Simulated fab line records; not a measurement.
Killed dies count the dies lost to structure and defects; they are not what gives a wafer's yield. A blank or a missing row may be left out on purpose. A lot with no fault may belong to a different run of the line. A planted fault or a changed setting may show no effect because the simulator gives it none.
fab line records	flow n5Finfet
[record] lots = 7	wafers = 21	lastDay = 18
route steps=1938 shown MOL_CONTACT_COAG@605 BEOL_M4@1111 PASSIVATION@1936
lots untouched by any fault: they come from a run of this same line in which no faults occurred
startH: hours from the record's first day to the start of the lot's first wafer shown	waitH: hours from the lot's prior step to this one	" identical to the entry in the row above	L1.1+2: several wafers, shown together as one row	- no value present, or no start provided	* or withheld: withheld	< > ~ a bound
route shown NAME@n: NAME is a module with steps in the file, n the number in the route of the first one	usual: the fault-free wafers' mean and standard deviation	same: alike in all rows	chamber/n: place in a boat	sites: the reading at each site	_std_site: the values' standard deviation	_edge_site: mean of outer sites minus mean of inner sites	radiusMm: for every site, how far away it sits from the centre of the wafer	mask NAME#n: copy n	behind: tool/chamber where the wafer was last shaped	hold: why the lot was held/for how many hours/how that ended	device: the transistor (n, p or np) that didn't switch	end of line: the tests these same wafers got at the end of their route	where a step has no rows: the recipe by itself	killed: dies lost to structure and defects at the first sort, not the wafer's yield	map: shows each die of a wafer: x if killed, . if not, _ if none is there
set.NAME: the setting as run; set.NAME@STEP: as run at that earlier step	model.NAME: the simulator's own value behind a step, which no gauge read
one table for each step of the route and one row for each wafer, over a sample of lots
services: a tool's chamber out of use, with start hour (startH, from the record's first day; less than 0 if before it), hours out, and reason
[[steps]]
[step N5_MOL_CONTACT_COAG_DESCUM_45]
[recipe] chemistry = O2	timeS = 7	sourcePowerW = 50	biasPowerW = 20	pressureMtorr = 20	rfFrequencyHz = 2.712e+07	tempC = 40	resist = CAR-EUV	o2FlowSccm = 225
[usual] biasPowerW = 20.00/0.054	drypumpMotorCurrentA = 5.8/0.45	oesProductAu = 0.79/0.079	rfFwdPowerW = 49.30/0.24	rfVppV = 243.4/1	showerheadPlenumPTorr = 2.11/0.047	tempC = 40.00/0.089	throttleValvePct = 20.46/0.24
lot.wafer	tool	chamber	startH	waitH	biasPowerW	drypumpMotorCurrentA	oesProductAu	rfFwdPowerW	rfHoursCounterH	rfVppV	showerheadPlenumPTorr	tempC	throttleValvePct
L941.1	rieDiel-02	2	102.96	0.0	19.95	6.6	0.78	49.51	148	244.9	2.19	39.86	20.79
L941.3	"	1	"	"	20.00	5.8	0.80	49.07	131	243.3	2.10	39.91	20.54
L941.4	"	3	"	"	20.03	5.2	0.72	49.65	-	241.1	2.10	39.92	20.30
L947.2	rieDiel-01	0	138.48	0.6	20.06	5.9	0.76	49.55	155	241.8	1.99	39.92	20.16
L947.5	"	0	"	"	20.03	5.9	0.76	49.25	-	242.1	1.99	39.91	20.17
L947.6	"	1	"	"	20.03	6.2	0.87	49.64	-	243.1	2.14	40.14	20.68
L948.1	rieDiel-02	0	143.16	0.0	20.02	6.2	0.92	49.02	11	242.9	2.15	39.99	20.33
L948.3	"	2	"	"	19.96	6.6	0.76	49.53	162	243.6	2.18	39.98	20.83
L948.4	"	3	"	"	20.06	5.2	0.71	49.86	182	243.3	2.09	39.96	20.31
L960.3	rieDiel-04	1	216.52	0.0	20.06	5.5	0.80	49.29	103	243.0	2.10	40.03	20.56
L960.5	"	2	"	"	19.93	6.0	0.78	49.28	-	243.4	2.09	39.89	20.08
L960.6	"	3	"	"	19.96	5.6	0.99	49.34	-	244.7	2.15	40.11	20.58
L961.2	rieDiel-04	3	219.93	0.0	19.90	5.6	0.99	48.99	5	243.1	2.15	40.00	20.59
L961.3	"	2	"	"	20.05	6.0	0.77	49.38	117	243.5	2.09	40.06	20.08
L961.5	"	3	"	"	19.92	5.6	0.98	49.34	-	243.4	2.15	39.96	20.58
L962.1	rieDiel-02	1	224.48	0.0	19.95	5.8	0.76	49.14	166	242.9	2.09	39.98	20.61
L962.4	"	2	"	"	20.09	6.7	0.74	49.60	187	244.8	2.17	39.97	20.85
L962.6	"	0	"	"	20.02	6.2	0.88	49.52	-	241.9	2.14	39.97	20.38
L958.3	rieDiel-04	2	239.23	0.0	20.07	5.9	0.77	49.21	123	244.2	2.09	39.97	20.08
L958.4	"	0	"	"	20.02	5.3	0.69	49.24	225	242.7	2.06	39.94	20.41
L958.5	"	3	"	"	20.03	5.6	0.95	49.28	-	243.6	2.15	40.07	20.57
[step N5_MOL_CONTACT_COAG_ALD_133]
[recipe] material = SiO2	targetThkA = 50	tempC = 100	aldPrecursorFamily = BDEAS	aldCoReactant = O2-plasma	pulseTimeS = 1	coReactantPulseTimeS = 1	purgeTimeS = 2	coReactantPurgeTimeS = 2	aldCycles = 35	pressureTorr = 2
[usual] heaterPowerW = 81/6.6	precursorPulseHeightRel = 1.001/0.019
[same] coReactantPulseTimeS = 1
lot.wafer	tool	chamber	startH	waitH	heaterPowerW	precursorPulseHeightRel
L941.1	aldSin-01	2	103.09	0.1	94	1.010
L941.3	"	0	"	"	87	1.001
L941.4	"	3	"	"	78	0.980
L947.2	aldSin-03	3	138.62	0.1	78	1.024
L947.5	"	3	"	"	77	0.983
L947.6	"	2	"	"	77	1.008
L948.1	aldSin-04	1	143.35	0.1	81	1.010
L948.3	"	0	"	"	74	0.999
L948.4	"	3	"	"	89	1.011
L960.3	aldSin-01	0	216.92	0.3	88	0.985
L960.5	"	3	"	"	82	0.986
L960.6	"	2	"	"	94	0.980
L961.2	aldSin-01	3	220.88	0.9	83	1.007
L961.3	"	1	"	"	72	0.995
L961.5	"	2	"	"	93	1.001
L962.1	aldSin-04	1	224.61	0.1	77	0.969
L962.4	"	1	"	"	78	1.000
L962.6	"	0	"	"	71	1.016
L958.3	aldSin-03	2	239.36	0.1	76	1.011
L958.4	"	3	"	"	78	1.045
L958.5	"	2	"	"	77	1.005
[step N5_MOL_CONTACT_COAG_ETCHBACK_136]
[recipe] chemistry = CHF3	target = SiO2	targetDepthA = 250	timeS = 16.7	ionEnergyEv = 200	pressureMtorr = 30	sourceW = 610	biasW = 170	Ar_flow_sccm = 200	CHF3_flow_sccm = 50
[usual] drypumpMotorCurrentA = 5.9/0.45	oesProductAu = 0.76/0.064	rfFwdPowerW = 598.0/2.6	rfVppV = 524/9.2	showerheadPlenumPTorr = 2.38/0.07	throttleValvePct = 18.81/0.21
lot.wafer	tool	chamber	startH	waitH	drypumpMotorCurrentA	oesProductAu	rfFwdPowerW	rfHoursCounterH	rfVppV	showerheadPlenumPTorr	throttleValvePct
L941.1	rieDiel-01	2	103.42	0.0	5.6	0.80	599.7	81	524	2.29	18.68
L941.3	"	0	"	"	5.9	0.76	598.9	143	515	2.28	18.52
L941.4	"	1	"	"	6.2	0.88	600.2	46	534	2.42	18.79
L947.2	rieDiel-01	2	138.92	0.0	5.6	0.79	599.8	92	524	2.29	18.71
L947.5	"	3	"	"	6.6	0.71	596.0	-	533	2.46	19.06
L947.6	"	2	"	"	5.6	0.79	600.6	-	523	2.29	18.70
L948.1	rieDiel-01	3	143.65	0.0	6.7	0.57	600.3	217	531	2.46	19.02
L948.3	"	0	"	"	5.9	0.60	601.2	157	514	2.28	18.51
L948.4	"	1	"	"	6.2	0.86	597.9	59	533	2.41	18.83
L960.3	rieDiel-04	3	217.22	0.0	5.6	0.99	595.7	4	536	2.45	18.82
L960.5	"	1	"	"	5.6	0.80	596.0	-	521	2.41	18.95
L960.6	"	0	"	"	5.3	0.70	592.6	-	508	2.37	18.82
L961.2	rieDiel-01	2	221.19	0.0	5.6	0.76	603.8	125	524	2.28	18.77
L961.3	"	3	"	"	6.7	0.69	595.5	247	531	2.45	19.08
L961.5	"	3	"	"	6.7	0.68	596.0	-	533	2.45	19.12
L962.1	rieDiel-01	1	224.91	0.0	6.2	0.83	597.8	92	534	2.40	18.88
L962.4	"	3	"	"	6.7	0.69	595.4	249	532	2.45	19.11
L962.6	"	1	"	"	6.2	0.82	598.1	-	533	2.40	18.86
L958.3	rieDiel-01	0	239.66	0.0	5.9	0.71	598.6	194	513	2.27	18.61
L958.4	"	2	"	"	5.6	0.75	594.7	132	523	2.28	18.78
L958.5	"	3	"	"	6.7	0.69	595.6	-	532	2.44	19.11
[step N5_MOL_CONTACT_COAG_ETCH_124]
[recipe] chemistry = CH3F/O2	target = SiNx	targetDepthA = 65	maskMaterial = SOC	stopOn = SiOC	overEtchFrac = 0.3	ionEnergyEv = 120	pressureMtorr = 30	sourceW = 395	biasW = 73	Ar_flow_sccm = 150	CH3F_flow_sccm = 30	O2_flow_sccm = 20	ends = endPoint
[usual] O2_flow_sccm = 20.00/0.059	drypumpMotorCurrentA = 5.9/0.45	oesProductAu = 0.66/0.051	rfFwdPowerW = 390.5/1.4	rfVppV = 297/5.3	showerheadPlenumPTorr = 2.00/0.061	throttleValvePct = 16.40/0.21
lot.wafer	tool	chamber	startH	waitH	O2_flow_sccm	drypumpMotorCurrentA	oesProductAu	rfFwdPowerW	rfHoursCounterH	rfVppV	showerheadPlenumPTorr	throttleValvePct
L941.1	rieDiel-01	2	103.48	0.0	20.12	5.6	0.70	391.8	81	299	1.93	16.28
L941.3	"	0	"	"	20.00	5.9	0.65	390.8	143	292	1.92	16.11
L941.4	"	1	"	"	20.00	6.2	0.75	393.1	46	303	2.04	16.35
L947.2	rieDiel-01	2	138.98	0.0	19.99	5.6	0.68	392.6	92	297	1.92	16.32
L947.5	"	3	"	"	20.01	6.7	0.62	389.5	-	302	2.07	16.64
L947.6	"	2	"	"	19.92	5.6	0.68	392.0	-	297	1.92	16.29
L948.1	rieDiel-01	3	143.71	0.0	20.10	6.7	0.33	389.0	217	301	2.07	16.64
L948.3	"	0	"	"	20.04	5.9	0.31	390.1	157	291	1.91	16.12
L948.4	"	1	"	"	19.95	6.2	0.74	391.3	59	303	2.03	16.40
L960.3	rieDiel-04	3	217.28	0.0	19.96	5.6	0.84	389.6	4	305	2.06	16.36
L960.5	"	1	"	"	19.87	5.5	0.68	387.6	-	297	2.02	16.50
L960.6	"	0	"	"	20.02	5.3	0.59	388.6	-	288	1.99	16.40
L961.2	rieDiel-01	2	221.25	0.0	20.13	5.6	0.65	391.2	125	297	1.91	16.34
L961.3	"	3	"	"	20.07	6.6	0.59	391.4	247	300	2.06	16.69
L961.5	"	3	"	"	20.08	6.6	0.59	390.1	-	301	2.06	16.71
L962.1	rieDiel-01	1	224.98	0.0	19.96	6.1	0.70	392.9	92	303	2.02	16.45
L962.4	"	3	"	"	19.94	6.7	0.59	389.9	249	302	2.06	16.71
L962.6	"	1	"	"	19.99	6.2	0.70	393.3	-	302	2.02	16.45
L958.3	rieDiel-01	0	239.73	0.0	20.00	5.9	0.62	390.6	194	291	1.90	16.21
L958.4	"	2	"	"	19.94	5.6	0.65	391.3	132	298	1.91	16.37
L958.5	"	3	"	"	19.95	6.7	0.59	389.3	-	303	2.05	16.72
[step N5_MOL_CONTACT_COAG_ETCH_48]
[recipe] chemistry = C4F6/O2	targetDepthA = 150	overetchA = 45	maskMaterial = SOC	target = SiOC	biasW = 465	pressureMtorr = 10	timeS = 17	sourceW = 335	Ar_flow_sccm = 300	C4F6_flow_sccm = 10	O2_flow_sccm = 10	ionEnergyEv = 576
[usual] O2_flow_sccm = 9.996/0.028	drypumpMotorCurrentA = 5.9/0.45	oesProductAu = 0.64/0.055	rfFwdPowerW = 332.2/1.1	rfVppV = 1587/26	showerheadPlenumPTorr = 2.84/0.084	throttleValvePct = 40.8/0.33
lot.wafer	tool	chamber	startH	waitH	O2_flow_sccm	drypumpMotorCurrentA	oesProductAu	rfFwdPowerW	rfHoursCounterH	rfVppV	showerheadPlenumPTorr	throttleValvePct
L941.1	rieDiel-01	2	103.52	0.0	9.945	5.6	0.65	331.9	81	1590	2.73	40.6
L941.3	"	0	"	"	9.970	5.9	0.64	331.2	143	1561	2.73	40.3
L941.4	"	1	"	"	9.987	6.2	0.73	333.3	46	1616	2.89	41.1
L947.2	rieDiel-01	2	139.02	0.0	9.999	5.6	0.64	332.4	92	1590	2.73	40.6
L947.5	"	3	"	"	9.983	6.6	0.61	332.1	-	1613	2.93	40.8
L947.6	"	2	"	"	10.012	5.6	0.63	331.6	-	1589	2.73	40.5
L948.1	rieDiel-01	3	143.75	0.0	10.029	6.6	0.28	333.0	217	1615	2.93	40.7
L948.3	"	0	"	"	10.019	5.9	0.28	333.5	157	1559	2.72	40.2
L948.4	"	1	"	"	9.988	6.2	0.72	331.7	59	1617	2.88	41.1
L960.3	rieDiel-04	3	217.32	0.0	9.952	5.6	0.86	330.7	4	1622	2.92	41.1
L960.5	"	1	"	"	9.986	5.5	0.66	332.4	-	1579	2.87	41.3
L960.6	"	0	"	"	9.972	5.3	0.62	331.5	-	1541	2.82	41.0
L961.2	rieDiel-01	2	221.29	0.0	9.958	5.6	0.63	333.4	125	1588	2.72	40.6
L961.3	"	3	"	"	10.005	6.7	0.55	332.3	247	1612	2.92	40.8
L961.5	"	3	"	"	9.983	6.7	0.61	332.0	-	1612	2.92	40.9
L962.1	rieDiel-01	1	225.02	0.0	10.007	6.2	0.69	332.7	92	1615	2.87	41.2
L962.4	"	3	"	"	9.992	6.7	0.54	334.1	249	1611	2.92	40.8
L962.6	"	1	"	"	10.017	6.2	0.68	333.6	-	1614	2.87	41.1
L958.3	rieDiel-01	0	239.77	0.0	9.926	5.9	0.63	331.7	194	1558	2.70	40.3
L958.4	"	2	"	"	10.011	5.6	0.66	332.4	132	1587	2.71	40.6
L958.5	"	3	"	"	9.974	6.7	0.62	332.2	-	1610	2.92	40.8
[step N5_MOL_CONTACT_COAG_STRIP_72]
[recipe] chemistry = N2/H2	powerW = 450	tempC = 40	pressureMtorr = 20	rfFrequencyHz = 6e+07	overashFraction = 3	biasPowerW = 7	h2Frac = 0.5	n2FlowSccm = 200	h2FlowSccm = 200
[usual] biasPowerW = 6.999/0.02	drypumpMotorCurrentA = 5.9/0.46	h2FlowSccm = 200.1/0.57	oesProductAu = 0.77/0.064	rfVppV = 59.4/2	showerheadPlenumPTorr = 2.53/0.065	tempC = 40.01/0.11	throttleValvePct = 23.72/0.22
lot.wafer	tool	chamber	startH	waitH	biasPowerW	drypumpMotorCurrentA	h2FlowSccm	oesProductAu	rfHoursCounterH	rfVppV	showerheadPlenumPTorr	tempC	throttleValvePct
L941.1	rieDiel-01	2	103.58	0.0	6.992	5.5	201.4	0.80	81	62.2	2.47	39.81	23.97
L941.3	"	0	"	"	7.026	5.9	200.5	0.76	143	58.4	2.44	39.80	23.67
L941.4	"	1	"	"	6.989	6.2	200.0	0.91	46	56.9	2.59	39.82	23.95
L947.2	rieDiel-01	2	139.07	0.0	7.029	5.6	199.4	0.77	92	58.3	2.47	39.95	24.00
L947.5	"	3	"	"	7.014	6.7	200.3	0.71	-	61.5	2.60	40.22	23.48
L947.6	"	2	"	"	7.015	5.5	199.3	0.78	-	59.0	2.47	39.88	24.03
L948.1	rieDiel-01	3	143.81	0.0	7.033	6.7	199.9	0.71	217	57.2	2.60	40.06	23.55
L948.3	"	0	"	"	6.983	5.9	199.8	0.76	157	59.8	2.43	39.86	23.72
L948.4	"	1	"	"	6.981	6.2	200.5	0.87	59	55.7	2.59	40.05	23.93
L960.3	rieDiel-04	3	217.38	0.0	6.981	5.6	200.2	0.99	4	60.2	2.58	39.90	23.31
L960.5	"	1	"	"	7.011	5.6	200.2	0.81	-	61.4	2.56	39.92	23.93
L960.6	"	0	"	"	7.012	5.3	201.2	0.70	-	57.2	2.52	39.95	23.61
L961.2	rieDiel-01	2	221.34	0.0	6.979	5.6	200.1	0.76	125	60.5	2.45	40.00	24.02
L961.3	"	3	"	"	7.003	6.7	199.6	0.68	247	60.4	2.59	40.04	23.56
L961.5	"	3	"	"	6.992	6.7	199.6	0.69	-	60.1	2.59	40.20	23.59
L962.1	rieDiel-01	1	225.07	0.0	6.972	6.2	199.5	0.83	92	59.7	2.57	40.19	24.01
L962.4	"	3	"	"	7.023	6.8	199.2	0.68	249	59.9	2.58	40.06	23.56
L962.6	"	1	"	"	6.978	6.2	199.7	0.83	-	61.9	2.57	40.14	24.01
L958.3	rieDiel-01	0	239.82	0.0	6.995	5.9	200.5	0.72	194	58.9	2.42	39.84	23.75
L958.4	"	2	"	"	7.040	5.6	200.9	0.74	132	57.2	2.45	39.98	24.06
L958.5	"	3	"	"	7.015	6.7	199.3	0.69	-	62.7	2.58	39.89	23.61
[step N5_BEOL_M4_RC_MEAS_101]
[usual] DIBL_N = 36.1/1.6	DIBL_P = 35.8/2.1	IOFF_N = 0.16/0.031	IOFF_P = 0.21/0.034	ION_N = 673/12	ION_P = 461/7.2	SS_N = 71.4/0.59	SS_P = 73.3/0.63	VT_N = 250/3.1	VT_P = -250/3.3
lot.wafer	tool	chamber	startH	waitH	DIBL_N[mV/V]	DIBL_P[mV/V]	IOFF_N[nA/um]	IOFF_P[nA/um]	ION_N[uA/um]	ION_P[uA/um]	SS_N[mV/dec]	SS_P[mV/dec]	VT_N[mV]	VT_P[mV]
L941.1	prober-02	0	175.25	0.0	36.1	36.1	0.17	0.21	676	463	71.7	73.4	248	-253
L941.3	"	0	"	"	36.0	35.6	0.16	0.21	670	457	71.8	73.3	249	-250
L941.4	"	0	"	"	36.9	36.0	0.17	0.21	689	465	71.4	74.3	247	-252
L947.2	prober-01	0	210.33	0.2	35.0	35.2	0.14	0.18	666	455	71.4	72.9	251	-255
L947.5	"	0	"	"	33.3	31.9	0.10	0.14	649	445	70.9	72.0	261	-256
L947.6	"	0	"	"	35.1	35.1	0.14	0.18	662	452	70.7	73.5	252	-255
L948.4	prober-01	0	215.56	0.5	37.0	35.9	0.17	0.24	683	471	72.0	73.2	247	-245
L960.3	prober-01	0	284.45	0.3	34.9	34.4	0.14	0.20	658	457	71.2	72.8	252	-249
L960.5	"	0	"	"	34.4	33.1	0.12	0.17	654	450	70.5	72.2	254	-253
L960.6	"	0	"	"	35.2	34.6	0.13	0.20	660	454	71.1	73.1	251	-250
L961.2	prober-02	0	295.19	0.2	35.3	34.9	0.15	0.23	667	470	71.1	73.2	253	-247
L961.3	"	0	"	"	37.0	37.4	0.18	0.26	670	470	71.5	73.6	247	-247
L961.5	"	0	"	"	37.0	35.8	0.18	0.23	675	465	71.3	73.6	249	-247
L962.1	prober-01	0	300.74	0.0	36.8	35.8	0.18	0.22	676	465	71.4	73.6	247	-247
L962.4	"	0	"	"	38.2	38.7	0.21	0.29	685	469	72.2	74.5	244	-246
L962.6	"	0	"	"	37.3	36.1	0.17	0.23	675	462	71.9	73.7	249	-249
L958.3	prober-01	0	320.46	0.3	36.0	35.9	0.17	0.24	672	463	71.7	73.3	250	-246
L958.4	"	0	"	"	35.1	33.0	0.16	0.19	687	470	71.0	72.7	248	-250
L958.5	"	0	"	"	37.1	36.0	0.18	0.23	669	461	71.3	73.4	246	-248
[step N5_PASSIVATION_PROBE_49]
[usual] defectLimitedYield = 91.0/1.5	killed_at_M0_to_M3 = 35/11	killed_at_M4_up = 13/6	killedAtContacts = 14/6.5	killedAtFrontEnd = 40/12	killedAtOther = 4/3.4	killedDies = 106/18	killedOnRim = 14/4.7	killedOpen = 68/14	killedShort = 35/7.7	sort_bin_5_function = 5.2/0.98	sort_bin_6_memory = 3.4/0.72	sortNPass = 1074/18	sortYieldPct = 91.0/1.5
[same] grossDies = 1180	killedAtBackSide = 0	sort_bin_4_leakage[%] = 0	sort_bin_8_speed[%] = 0
lot.wafer	tool	chamber	startH	waitH	defectLimitedYield[%]	killed_at_M0_to_M3	killed_at_M4_up	killedAtContacts	killedAtFrontEnd	killedAtOther	killedDies	killedOnRim	killedOpen	killedShort	sort_bin_5_function[%]	sort_bin_6_memory[%]	sortNPass	sortYieldPct[%]
L948.1	prober-02	-	361.89	0.0	9.8	34	11	966	44	9	1064	152	81	30	86.6	3.2	116	9.8
L948.3	prober-02	-	361.99	0.1	6.2	9	11	1009	77	1	1107	138	69	38	89.8	3.6	73	6.2
L948.4	prober-02	-	362.04	0.2	90.8	21	13	12	56	7	109	14	77	30	5.7	3.4	1071	90.8
// killed by level:class
L948.1 MOL_CONTACT_COAG:areaEtch=951 MOL_CONTACT_COAG:geometricParticle:open=13 STI_FIN_REVEAL:geometricParticle:open=10 GATE_CUT:geometricParticle:short=10 BEOL_M2:geometricParticle:open=9 BEOL_M3:geometricParticle:open=8 GATE_CUT:geometricParticle:open=7 FIN_SAQP:geometricParticle:open=6
L948.3 MOL_CONTACT_COAG:areaEtch=999 STI_FIN_REVEAL:geometricParticle:open=23 FIN_SAQP:geometricParticle:open=14 FIN_SAQP:geometricParticle:short=10 GATE_CUT:geometricParticle:short=8 DUMMY_GATE:geometricParticle:open=7 MOL_CONTACT_COAG:geometricParticle:open=7 BEOL_M4:geometricParticle:open=6
L948.4 STI_FIN_REVEAL:geometricParticle:open=21 GATE_CUT:geometricParticle:short=10 MOL_CONTACT_COAG:geometricParticle:open=9 BEOL_M3:geometricParticle:open=8 FIN_SAQP:geometricParticle:open=6 BEOL_M0_SAQP:geometricParticle:open=5 BEOL_M4:geometricParticle:open=4 DUMMY_GATE:geometricParticle:open=4
[[services]]
tool	chamber	startH	hours	kind
aldSin-03	-	86.62	14.0	pm
aldSin-03	0	86.62	14.0	ventCycle
aldSin-03	1	86.62	14.0	ventCycle
aldSin-03	2	86.62	14.0	ventCycle
aldSin-03	3	86.62	14.0	ventCycle
rieDiel-02	0	91.12	-	clean
rieDiel-02	0	91.12	-	consumableReplace:focusRing
rieDiel-02	0	91.12	16.2	scheduledDown
rieDiel-02	0	91.12	16.2	ventCycle
rieDiel-01	1	98.46	4.6	repair
aldSin-03	0	100.62	-	clean
rieDiel-04	3	149.90	3.7	repair
rieDiel-02	2	165.11	1.6	repair
rieDiel-02	1	169.68	5.5	repair
rieDiel-04	3	174.05	-	clean
rieDiel-04	3	174.05	-	consumableReplace:focusRing
rieDiel-04	3	174.05	32.0	scheduledDown
rieDiel-04	3	174.05	32.0	ventCycle
rieDiel-02	-	176.27	14.6	pm
aldSin-04	-	179.17	14.0	pm
rieDiel-04	0	192.97	14.7	repair
aldSin-01	3	221.07	12.6	repair
aldSin-04	2	221.14	22.1	repair
aldSin-04	-	237.28	0.9	repair
[[key]]
[firstSign] step = N5_MOL_CONTACT_COAG_ETCHBACK_136	reading = oesProductAu	direction = down	sigmas = 2.8	usual = 0.76	struck = 0.58
[effect] step = N5_MOL_CONTACT_COAG_ETCH_124	reading = oesProductAu	direction = down	sigmas = 6.5	usual = 0.66	struck = 0.32
[effect] step = N5_MOL_CONTACT_COAG_ETCH_48	reading = oesProductAu	direction = down	sigmas = 6.6	usual = 0.64	struck = 0.28
[effect] step = N5_PASSIVATION_PROBE_49	reading = killedAtContacts	direction = up	sigmas = 99+	usual = 14	struck = 988
[moreKillsBornAt] N5_MOL_CONTACT_COAG_VIA_ETCH_117@rieDiel-01 = 999	N5_MOL_CONTACT_COAG_ETCH_48@rieDiel-01 = 951
metAt N5_MOL_CONTACT_COAG_ETCHBACK_136
struckLots L948
struckWafers L948.1,L948.3
laterRowsLeftOut L948.1,L948.3
notActingAt N5_MOL_CONTACT_COAG_DESCUM_45,N5_MOL_CONTACT_COAG_ALD_133,N5_MOL_CONTACT_COAG_STRIP_72
onsetBetween 138.92 143.65
[fault] kind = processParameterDrift	tool = rieDiel-01	chamber = -	onsetH = 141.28	steps = N5_MOL_CONTACT_COAG_ETCHBACK_136	channel = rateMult	offset = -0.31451	shape = step	endH = 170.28	scope = struckWafersOnly
// laterRowsLeftOut: the simulator's readings of these wafers behind a module that went badly wrong aren't trusted and aren't shown, but for the sort
